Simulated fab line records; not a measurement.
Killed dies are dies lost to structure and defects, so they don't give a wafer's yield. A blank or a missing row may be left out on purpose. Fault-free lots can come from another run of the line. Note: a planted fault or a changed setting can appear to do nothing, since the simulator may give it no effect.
fab line records ; flow nand-harc
record lots=12; wafers=36; last-day=33
route steps=1302 shown A_CHANNEL_HOLE_D1@460
lots untouched by any fault: they come from a run of this same line in which no faults occurred
start-h: hours from the record's first day to the start of the lot's first wafer shown ; wait-h: time in hours since the lot's previous step ; " as in the row above ; L1.1+2: one row covering several wafers at once ; - no value, or no start was given ; * or withheld: withheld ; < > ~ a bound
route shown NAME@n: NAME is a module with steps in the file, n the number in the route of the first one ; usual: mean/standard deviation taken from wafers without a fault ; same: alike in all rows ; chamber/n: place in a boat ; sites: per-site readings ; _std_site: the values' standard deviation ; _edge_site: mean of outer sites minus mean of inner sites ; radius-mm: how far each site lies from the wafer's centre ; mask NAME#n: copy n ; behind: the last tool/chamber to shape the wafer ; hold: cause of the lot's hold/its duration in hours/its outcome ; device: the n, p or np transistor that did not switch ; end of line: the route-end tests of the same wafers ; a step without rows: its recipe alone ; killed: not the wafer's yield, but the dies lost to structure and defects at the first sort ; map: a wafer's dies, x killed, . not, _ none there
set.NAME: the setting that was run; set.NAME@STEP: the one run at that earlier step ; model.NAME: the simulator's own value behind a step, which no gauge read
the route's steps for a sample of lots (tables are steps, rows are wafers)
services: the hour from which a tool's chamber was out of use, counted from the record's first day as start-h (under 0 if before that day), plus the number of hours and why
## steps
# step NHARC_A_CHANNEL_HOLE_D1_PEB_08
# recipe peb-temp-c=100; peb-time-s=65
# usual heater-power-total-W=156.6/0.42; plate-temp-C=99.98/0.12
# same peb-time-s=65
lot.wafer;tool;chamber;start-h;wait-h;heater-power-total-W;plate-temp-C
L597.3;litho-track-06;0;193.13;0.1;156.7;99.86
L597.4;litho-track-06;0;193.13;0.1;156.8;99.92
L597.6;litho-track-06;0;193.13;0.1;157.2;99.96
L598.1;litho-track-01;0;204.68;0.1;156.2;99.87
L598.2;litho-track-01;0;204.68;0.1;156.1;99.75
L598.6;litho-track-01;0;204.68;0.1;156.3;99.94
L601.2;litho-track-04;0;223.31;0.1;156.9;99.88
L601.4;litho-track-04;0;223.31;0.1;156.5;99.93
L601.5;litho-track-04;0;223.31;0.1;156.1;99.91
L604.3;litho-track-04;0;259.28;0.0;157.0;99.97
L604.4;litho-track-04;0;259.28;0.0;156.2;99.92
L604.5;litho-track-04;0;259.28;0.0;156.1;99.81
L606.2;litho-track-01;0;280.61;0.1;156.1;99.83
L606.4;litho-track-01;0;280.61;0.1;156.4;100.05
L606.6;litho-track-01;0;280.61;0.1;156.6;100.06
L607.2;litho-track-04;0;285.51;0.1;157.1;99.89
L607.5;litho-track-04;0;285.51;0.1;156.3;99.97
L607.6;litho-track-04;0;285.51;0.1;156.1;100.07
L608.1;litho-track-01;0;296.08;0.1;157.4;100.67
L608.2;litho-track-01;0;296.08;0.1;157.9;100.63
L608.4;litho-track-01;0;296.08;0.1;157.5;100.74
L609.3;litho-track-01;0;308.26;0.0;158.4;100.87
L609.5;litho-track-01;0;308.26;0.0;157.9;100.46
L609.6;litho-track-01;0;308.26;0.0;157.6;100.68
L616.1;litho-track-01;0;375.53;0.1;155.9;99.98
L616.2;litho-track-01;0;375.53;0.1;156.5;100.03
L616.3;litho-track-01;0;375.53;0.1;157.1;99.99
L617.1;litho-track-01;0;391.81;0.1;156.3;99.80
L617.4;litho-track-01;0;391.81;0.1;156.8;99.79
L617.6;litho-track-01;0;391.81;0.1;157.2;99.98
L618.2;litho-track-06;0;399.52;0.1;157.0;99.92
L618.5;litho-track-06;0;399.52;0.1;156.7;99.85
L618.6;litho-track-06;0;399.52;0.1;156.8;100.08
L619.2;litho-track-01;0;409.59;0.1;157.1;100.02
L619.3;litho-track-01;0;409.59;0.1;156.3;99.93
L619.5;litho-track-01;0;409.59;0.1;156.7;100.14
# step NHARC_A_CHANNEL_HOLE_D1_CD_MEAS_10
# recipe target-cd-nm=100; landing-energy-ev=500
# usual cd-nm=99.8/0.56
lot.wafer;tool;chamber;start-h;wait-h;cd-nm
L597.3;cd-sem-01;0;193.22;-;99.2
L597.4;cd-sem-01;0;193.22;-;98.7
L597.6;cd-sem-01;0;193.22;-;99.5
L598.1;cd-sem-03;0;204.76;-;100.1
L598.2;cd-sem-03;0;204.76;-;100.3
L598.6;cd-sem-03;0;204.76;-;99.9
L601.2;cd-sem-01;0;223.39;-;99.9
L601.4;cd-sem-01;0;223.39;-;100.2
L601.5;cd-sem-01;0;223.39;-;100.4
L604.3;cd-sem-02;0;259.36;-;100.6
L604.4;cd-sem-02;0;259.36;-;99.9
L604.5;cd-sem-02;0;259.36;-;100.0
L606.2;cd-sem-01;0;280.69;-;99.8
L606.4;cd-sem-01;0;280.69;-;99.2
L606.6;cd-sem-01;0;280.69;-;100.0
L607.2;cd-sem-02;0;285.59;-;100.0
L607.5;cd-sem-02;0;285.59;-;100.4
L607.6;cd-sem-02;0;285.59;-;100.4
L608.1;cd-sem-02;0;296.16;-;102.3
L608.2;cd-sem-02;0;296.16;-;101.7
L608.4;cd-sem-02;0;296.16;-;102.3
L609.3;cd-sem-02;0;308.35;-;101.8
L609.5;cd-sem-02;0;308.35;-;101.3
L609.6;cd-sem-02;0;308.35;-;101.0
L616.1;cd-sem-03;0;375.61;-;99.4
L616.2;cd-sem-03;0;375.61;-;99.7
L616.3;cd-sem-03;0;375.61;-;99.1
L617.1;cd-sem-02;0;391.89;-;99.7
L617.4;cd-sem-02;0;391.89;-;100.0
L617.6;cd-sem-02;0;391.89;-;99.3
L618.2;cd-sem-03;0;399.60;-;100.1
L618.5;cd-sem-03;0;399.60;-;99.5
L618.6;cd-sem-03;0;399.60;-;99.1
L619.2;cd-sem-01;0;409.67;-;99.9
L619.3;cd-sem-01;0;409.67;-;99.4
L619.5;cd-sem-01;0;409.67;-;99.9
# step NHARC_A_CHANNEL_HOLE_D1_CD_MEAS_18
# usual cd-nm=99.2/2.1
lot.wafer;tool;chamber;start-h;wait-h;cd-nm
L597.3;cd-sem-01;-;194.51;-;100.2
L597.4;cd-sem-01;-;194.51;-;95.1
L597.6;cd-sem-01;-;194.51;-;98.1
L598.1;cd-sem-03;-;206.06;-;102.5
L598.2;cd-sem-03;-;206.06;-;97.6
L598.6;cd-sem-03;-;206.06;-;99.4
L601.2;cd-sem-01;-;224.68;-;95.2
L601.4;cd-sem-01;-;224.68;-;96.6
L601.5;cd-sem-01;-;224.68;-;96.7
L604.3;cd-sem-02;-;260.65;-;97.7
L604.4;cd-sem-02;-;260.65;-;97.4
L604.5;cd-sem-02;-;260.65;-;96.4
L606.2;cd-sem-02;-;281.98;-;96.8
L606.4;cd-sem-02;-;281.98;-;96.6
L606.6;cd-sem-02;-;281.98;-;94.9
L607.2;cd-sem-02;-;287.27;-;101.2
L607.5;cd-sem-02;-;287.27;-;98.1
L607.6;cd-sem-02;-;287.27;-;105.1
L608.1;cd-sem-02;-;297.45;-;99.7
L608.2;cd-sem-02;-;297.45;-;101.2
L608.4;cd-sem-02;-;297.45;-;101.9
L609.3;cd-sem-01;-;309.80;-;102.4
L609.5;cd-sem-01;-;309.80;-;104.9
L609.6;cd-sem-01;-;309.80;-;101.6
L616.1;cd-sem-03;-;376.90;-;98.2
L616.2;cd-sem-03;-;376.90;-;95.7
L616.3;cd-sem-03;-;376.90;-;100.4
L617.1;cd-sem-03;-;393.26;-;98.2
L617.4;cd-sem-03;-;393.26;-;99.4
L617.6;cd-sem-03;-;393.26;-;96.8
L618.2;cd-sem-03;-;400.91;-;101.3
L618.5;cd-sem-03;-;400.91;-;99.4
L618.6;cd-sem-03;-;400.91;-;96.3
L619.2;cd-sem-02;-;410.97;-;98.7
L619.3;cd-sem-02;-;410.97;-;99.9
L619.5;cd-sem-02;-;410.97;-;100.4
# step NHARC_A_CHANNEL_HOLE_D1_ETCH_20
# recipe bias-v=3000; source-w=withheld; pressure-mtorr=20; time-s=361.9; ar-flow-sccm=375; c4f8-flow-sccm=89.3; o2-flow-sccm=35.7; temp-c=-20; target-depth-a=16000; chemistry=C4F8/O2/Ar
# usual drypump-motor-current-A=5.5/0.31; oes-air-line-au=1.002/0.021; showerhead-plenum-p-Torr=3.65/0.1; throttle-valve-pct=32.154/0.0099
lot.wafer;tool;chamber;start-h;wait-h;drypump-motor-current-A;oes-air-line-au;rf-hours-counter-h;showerhead-plenum-p-Torr;throttle-valve-pct
L597.4;har-etch-02;1;194.79;0.2;6.0;0.998;-;3.76;32.168
L597.3;har-etch-02;0;194.79;0.2;5.5;0.998;-;3.77;32.158
L597.6;har-etch-02;0;194.79;0.2;5.5;0.999;-;3.77;32.146
L598.1;har-etch-01;0;208.63;0.1;5.2;0.976;103;3.53;32.155
L598.2;har-etch-01;1;208.63;0.1;5.4;1.005;103;3.71;32.161
L598.6;har-etch-01;1;208.63;0.1;5.4;1.008;-;3.71;32.166
L601.2;har-etch-02;1;225.81;0.1;6.1;0.999;321;3.75;32.155
L601.4;har-etch-02;0;225.81;0.1;5.5;1.008;-;3.76;32.172
L601.5;har-etch-02;0;225.81;0.1;5.5;1.043;-;3.76;32.156
L604.3;har-etch-01;1;260.93;0.2;5.4;1.027;-;3.69;32.158
L604.4;har-etch-01;0;260.93;0.2;5.2;1.012;-;3.52;32.153
L604.5;har-etch-01;1;260.93;0.2;5.4;1.030;-;3.69;32.151
L606.2;har-etch-01;1;286.64;0.1;5.4;0.995;149;3.68;32.162
L606.4;har-etch-01;0;286.64;0.1;5.2;1.004;-;3.51;32.174
L606.6;har-etch-01;1;286.64;0.1;5.4;0.999;-;3.68;32.154
L607.2;har-etch-02;0;287.45;0.1;5.5;1.017;340;3.74;32.164
L607.6;har-etch-02;0;287.45;0.1;5.5;1.050;-;3.74;32.155
L607.5;har-etch-02;1;287.45;0.1;6.1;1.015;-;3.73;32.145
L608.2;har-etch-01;0;297.64;0.1;5.2;0.968;157;3.51;32.148
L608.1;har-etch-01;1;297.64;0.1;5.4;0.987;157;3.68;32.142
L608.4;har-etch-01;1;297.64;0.1;5.4;1.002;-;3.68;32.154
L609.3;har-etch-01;1;310.09;0.2;5.4;1.014;-;3.68;32.152
L609.6;har-etch-01;1;310.09;0.2;5.4;0.983;-;3.68;32.148
L609.5;har-etch-01;0;310.09;0.2;5.2;1.027;-;3.51;32.146
L616.1;har-etch-01;1;377.08;0.1;5.4;1.004;203;3.65;32.139
L616.2;har-etch-01;0;377.08;0.1;5.2;0.961;203;3.48;32.156
L616.3;har-etch-01;0;377.08;0.1;5.2;1.000;-;3.48;32.148
L617.1;har-etch-01;1;393.44;0.1;5.4;0.987;217;3.65;32.157
L617.4;har-etch-01;1;393.44;0.1;5.4;1.010;-;3.65;32.156
L617.6;har-etch-01;0;393.44;0.1;5.2;0.977;-;3.48;32.162
L618.2;har-etch-01;1;401.74;0.1;5.4;1.059;225;3.64;32.168
L618.5;har-etch-01;1;401.74;0.1;5.4;1.026;-;3.64;32.174
L618.6;har-etch-01;0;401.74;0.1;5.2;1.016;-;3.47;32.147
L619.2;har-etch-01;1;411.38;0.1;5.4;0.984;233;3.64;32.133
L619.3;har-etch-01;1;411.38;0.1;5.4;1.017;-;3.64;32.172
L619.5;har-etch-01;1;411.38;0.1;5.4;0.975;-;3.64;32.155
# step NHARC_A_CHANNEL_HOLE_D1_ETCH_21
# recipe bias-v=3000; source-w=withheld; pressure-mtorr=20; time-s=514.3; ar-flow-sccm=375; c4f8-flow-sccm=89.3; o2-flow-sccm=35.7; temp-c=-20; target-depth-a=16000; chemistry=C4F8/O2/Ar
# usual drypump-motor-current-A=5.5/0.31; oes-air-line-au=0.997/0.022; showerhead-plenum-p-Torr=3.65/0.1; throttle-valve-pct=32.156/0.01
lot.wafer;tool;chamber;start-h;wait-h;drypump-motor-current-A;oes-air-line-au;rf-hours-counter-h;showerhead-plenum-p-Torr;throttle-valve-pct
L597.4;har-etch-02;1;195.15;0.3;6.0;0.977;-;3.76;32.145
L597.3;har-etch-02;0;195.15;0.3;5.5;0.999;-;3.77;32.148
L597.6;har-etch-02;0;195.15;0.3;5.5;0.991;-;3.77;32.160
L598.1;har-etch-01;0;208.95;0.3;5.2;1.007;104;3.53;32.165
L598.2;har-etch-01;1;208.95;0.3;5.4;0.971;104;3.71;32.153
L598.6;har-etch-01;1;208.95;0.3;5.4;0.945;-;3.71;32.159
L601.2;har-etch-02;1;226.12;0.3;6.0;0.997;322;3.75;32.154
L601.4;har-etch-02;0;226.12;0.3;5.5;0.987;-;3.76;32.172
L601.5;har-etch-02;0;226.12;0.3;5.5;0.985;-;3.76;32.140
L604.3;har-etch-01;1;261.29;0.3;5.4;1.046;-;3.69;32.173
L604.4;har-etch-01;0;261.29;0.3;5.2;0.988;-;3.52;32.170
L604.5;har-etch-01;1;261.29;0.3;5.4;1.035;-;3.69;32.162
L606.2;har-etch-01;1;286.97;0.3;5.4;1.017;149;3.68;32.167
L606.4;har-etch-01;0;286.97;0.3;5.2;1.018;-;3.51;32.169
L606.6;har-etch-01;1;286.97;0.3;5.4;0.985;-;3.68;32.146
L607.2;har-etch-02;0;287.76;0.3;5.5;1.007;340;3.74;32.160
L607.6;har-etch-02;0;287.76;0.3;5.5;1.002;-;3.74;32.147
L607.5;har-etch-02;1;287.76;0.3;6.0;0.970;-;3.73;32.131
L608.2;har-etch-01;0;297.95;0.3;5.2;0.990;157;3.51;32.164
L608.1;har-etch-01;1;297.95;0.3;5.4;0.982;157;3.68;32.152
L608.4;har-etch-01;1;297.95;0.3;5.4;1.003;-;3.68;32.158
L609.3;har-etch-01;1;310.45;0.3;5.4;0.977;-;3.68;32.142
L609.6;har-etch-01;1;310.45;0.3;5.4;0.992;-;3.68;32.140
L609.5;har-etch-01;0;310.45;0.3;5.2;1.000;-;3.51;32.135
L616.1;har-etch-01;1;377.40;0.3;5.4;0.973;203;3.65;32.149
L616.2;har-etch-01;0;377.40;0.3;5.2;1.013;203;3.48;32.147
L616.3;har-etch-01;0;377.40;0.3;5.2;1.010;-;3.48;32.150
L617.1;har-etch-01;1;393.75;0.3;5.4;0.992;218;3.65;32.146
L617.4;har-etch-01;1;393.75;0.3;5.4;1.017;-;3.65;32.158
L617.6;har-etch-01;0;393.75;0.3;5.2;1.025;-;3.48;32.151
L618.2;har-etch-01;1;402.06;0.3;5.4;1.022;226;3.64;32.159
L618.5;har-etch-01;1;402.06;0.3;5.4;1.036;-;3.64;32.148
L618.6;har-etch-01;0;402.06;0.3;5.2;0.987;-;3.47;32.142
L619.2;har-etch-01;1;411.70;0.3;5.4;1.015;233;3.64;32.156
L619.3;har-etch-01;1;411.70;0.3;5.4;0.994;-;3.64;32.156
L619.5;har-etch-01;1;411.70;0.3;5.4;1.003;-;3.64;32.162
## services
tool;chamber;start-h;hours;kind
litho-track-06;-;179.00;7.0;pm
litho-track-04;-;203.00;7.0;pm
har-etch-02;1;307.51;-;consumable-replace:focus-ring
har-etch-02;1;307.51;17.0;scheduled-down
har-etch-02;1;307.51;17.0;vent-cycle
litho-track-01;-;330.00;7.0;pm
litho-track-06;-;354.00;7.0;pm
litho-track-04;-;378.00;7.0;pm
har-etch-02;-;379.49;17.0;pm
har-etch-02;0;379.49;17.0;vent-cycle
har-etch-02;1;379.49;17.0;vent-cycle
har-etch-02;0;396.49;-;clean
har-etch-02;0;396.49;-;consumable-replace:focus-ring
har-etch-02;1;396.49;-;clean
## key
first-sign step=NHARC_A_CHANNEL_HOLE_D1_PEB_08; reading=plate-temp-C; direction=up; sigmas=5.8; usual=*; struck=*
effect step=NHARC_A_CHANNEL_HOLE_D1_PEB_08; reading=heater-power-total-W; direction=up; sigmas=2.8; usual=*; struck=*
effect step=NHARC_A_CHANNEL_HOLE_D1_CD_MEAS_10; reading=cd-nm; direction=up; sigmas=3.4; usual=99.8; struck=101.7
met-at NHARC_A_CHANNEL_HOLE_D1_PEB_08
struck-lots L608,L609
tester-left-out L608,L609
not-acting-at NHARC_A_CHANNEL_HOLE_D1_CD_MEAS_18,NHARC_A_CHANNEL_HOLE_D1_ETCH_20,NHARC_A_CHANNEL_HOLE_D1_ETCH_21
onset-between 280.61 296.08
fault kind=process-parameter-drift; tool=litho-track-01; chamber=-; onset-h=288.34; steps=NHARC_A_CHANNEL_HOLE_D1_PEB_08; channel=peb-temp-c; offset=*; shape=step; end-h=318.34; acts-in=*; stated=*
# tester-left-out: of these lots the tester's yield and bins aren't shown, on N5 and GAA mostly nor the transistor test; their killed dies are dies lost to structure and defects alone, not to doping, threshold or leakage, so they don't give the yield
